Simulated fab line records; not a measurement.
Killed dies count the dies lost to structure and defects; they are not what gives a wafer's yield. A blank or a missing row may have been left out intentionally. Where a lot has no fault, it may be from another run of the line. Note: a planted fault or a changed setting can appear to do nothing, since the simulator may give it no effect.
Which tool is to blame? | flow nand harc | 7 lots, 21 wafers sampled, at 2 steps of a route of 1302

WHAT THE GAUGES SHOWED, per wafer
NHARC_A_ONON_D2_THK_MEAS_14: measures by ellipsometry.
lot  | measured     | on            | thk nm (nm)
L352 | day 13 02:26 | film metro-02 | 993 992 990
L356 | day 14 17:13 | film metro-02 | 1016 1434 1014 1013 1437 1016
L363 | day 17 08:23 | film metro-01 | 1002 1004 1003
L365 | day 18 22:56 | film metro-02 | 1017 1017 1020
L369 | day 20 09:08 | film metro-01 | 994 998 995
L371 | day 20 22:10 | film metro-02 | 999 1000 997
L373 | day 22 01:10 | film metro-01 | 991 991 990

WHICH TOOL RAN EACH LOT (tool, then ch and the chambers of the sampled wafers, then the start)
lot  | NHARC_A_ONON_D2_DEP_12
L352 | pecvd onon-01 ch 0, day 13 01:55
L356 | pecvd onon-04 ch 0, day 14 16:43
L363 | pecvd onon-03 ch 0, day 17 07:53
L365 | pecvd onon-04 ch 0, day 18 22:25
L369 | pecvd onon-04 ch 0, day 20 08:37
L371 | pecvd onon-03 ch 0, day 20 21:46
L373 | pecvd onon-01 ch 0, day 22 00:39
- NHARC_A_ONON_D2_DEP_12: target thk 1000 nm.

THE ANSWER, worked out from the rows above alone
Rule: the usual values come from the lots themselves. Put in order of their means at a reading, lots are off if they are a third of the lots or fewer, leave a main group of 4 or more, and stand apart from it by a gap of 3 or more times the standard deviation of the main group's means; of several such gaps the widest counts. Not used: any main group whose means are identical at the precision the tables above print for the reading. A lot without any number at a reading at which 4 lots or more have one is off too. The other lots that the step has rows for count as sound.
Off: L356, at NHARC_A_ONON_D2_THK_MEAS_14 (thk nm). The main group: mean 1000 nm, standard deviation 9.2.
If a tool, at a process step before that reading, ran all the lots that are off and no sound lot after the first of them, it fits. Gauges at NHARC_A_ONON_D2_THK_MEAS_14: tried the same way as those tools. No candidate that was tried fits.

WHAT HAD BEEN PUT IN BY THE SIMULATOR
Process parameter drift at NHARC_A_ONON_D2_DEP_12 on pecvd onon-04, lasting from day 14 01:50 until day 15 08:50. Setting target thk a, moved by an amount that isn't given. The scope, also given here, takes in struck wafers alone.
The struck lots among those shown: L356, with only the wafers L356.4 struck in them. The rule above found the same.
